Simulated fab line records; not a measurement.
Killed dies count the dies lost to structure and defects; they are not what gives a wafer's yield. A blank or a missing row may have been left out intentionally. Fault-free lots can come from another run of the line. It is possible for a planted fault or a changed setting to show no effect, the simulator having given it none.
Split-lot experiment | flow n5_finfet | route with 1938 steps; 7 lots, 21 wafers read

== SPLIT DETAILS ==
At N5_BEOL_M6_DEP_56 (deposits SiCN from 3MS/NH3, target thk 10 nm, time 17.5 s), the setting time_s was moved away from the recipe's 17.5 s on 7 of the 21 wafers read, by -9.4% to +13.3%. The other wafers ran this setting at the recipe's value.

The split's own step is where the reading is taken.

== THE READING ==
SiCN_of_BEOL_M6_DEP_56.thk_nm (the simulator's own value, which no gauge read), in nm, at N5_BEOL_M6_DEP_56 (deposits SiCN from 3MS/NH3, target thk 10 nm, time 17.5 s). No usual value for it is given in the file. The 14 wafers here that ran the recipe average 10.0 nm, standard deviation 0.17 nm.

wafer  | tool, chamber at the split | time_s as run, s | against the recipe | SiCN_of_BEOL_M6_DEP_56.thk_nm, nm | against lot-mates on the recipe
L076.2 | pecvd-01, 2,1              | 19.83            | +13.3%             | 11.4                              | +1.2
L076.3 | pecvd-01, 2,1              | 19.83            | +13.3%             | 11.4                              | +1.2
L076.4 | pecvd-01, 1                | 17.5             | recipe             | 10.2                              | -
L078.1 | pecvd-01, 1                | 17.5             | recipe             | 9.6                               | -
L078.4 | pecvd-01, 1                | 17.5             | recipe             | 10                                | -
L078.6 | pecvd-01, 0                | 16.59            | -5.2%              | 9.4                               | -0.4
L079.1 | pecvd-03, 0                | 17.5             | recipe             | 10                                | -
L079.2 | pecvd-03, 1                | 16.47            | -5.9%              | 9.6                               | -0.4
L079.4 | pecvd-03, 1                | 16.47            | -5.9%              | 9.6                               | -0.4
L084.1 | pecvd-03, 1                | 15.86            | -9.4%              | 8.8                               | -1.2
L084.3 | pecvd-03, 2                | 17.5             | recipe             | 10                                | -
L084.6 | pecvd-03, 2                | 17.5             | recipe             | 10                                | -
L088.1 | pecvd-01, 1                | 17.5             | recipe             | 9.6                               | -
L088.5 | pecvd-01, 2,0              | 17.5             | recipe             | 10                                | -
L088.6 | pecvd-01, 2,0              | 17.5             | recipe             | 10                                | -
L087.1 | pecvd-01, 2,0,1            | 17.5             | recipe             | 10                                | -
L087.4 | pecvd-01, 2,0,1            | 17.5             | recipe             | 10                                | -
L087.5 | pecvd-01, 2,0,1            | 17.5             | recipe             | 10                                | -
L090.3 | pecvd-03, 1                | 16.33            | -6.7%              | 9.2                               | -0.9
L090.5 | pecvd-03, 2                | 17.5             | recipe             | 10                                | -
L090.6 | pecvd-03, 1                | 17.5             | recipe             | 10.2                              | -
Rows listing several chambers each stand for several wafers; the file does not say which wafer went through which chamber.

THE FIT
A straight line over all 21 wafers: SiCN_of_BEOL_M6_DEP_56.thk_nm changes by +0.106 nm for each +1% of time_s; r = +0.96; the points scatter about the line by 0.17 nm.
The same after taking each lot's own level away (the mean of its wafers on the recipe; 21 wafers): +0.0959 nm for each +1%; r = +0.96; scatter 0.15 nm.
According to that fit, moving time_s by its largest amount changes the reading by 1.3 nm.
The lots' own levels span 9.80 to 10.20 nm, that is 2.4 times the standard deviation above.
So the lot-to-lot level changes the slope: the two fits differ.
Check: for one of the wafers moved furthest among these (+13.3%), held out of the fit, the line's prediction against its lot-mates is +1.3 nm. It came out at +1.2 nm against them.

== FURTHER SPLITS ON THESE WAFERS ==
Other splits were also applied to these wafers ahead of the reading. Each is held against what the fit with the lots' levels taken away leaves over:
other split on the same wafers | wafers away from the commonest value | r with SiCN_of_BEOL_M6_DEP_56.thk_nm (lot level and that fit taken away)
N5_BEOL_M6_COAT_64 spin_rpm    | 4                                    | +0.23

== FILE'S OWN FIT ==
SiCN_of_BEOL_M6_DEP_56.thk_nm changes by +0.101 nm for each +1% of time_s, r = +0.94.
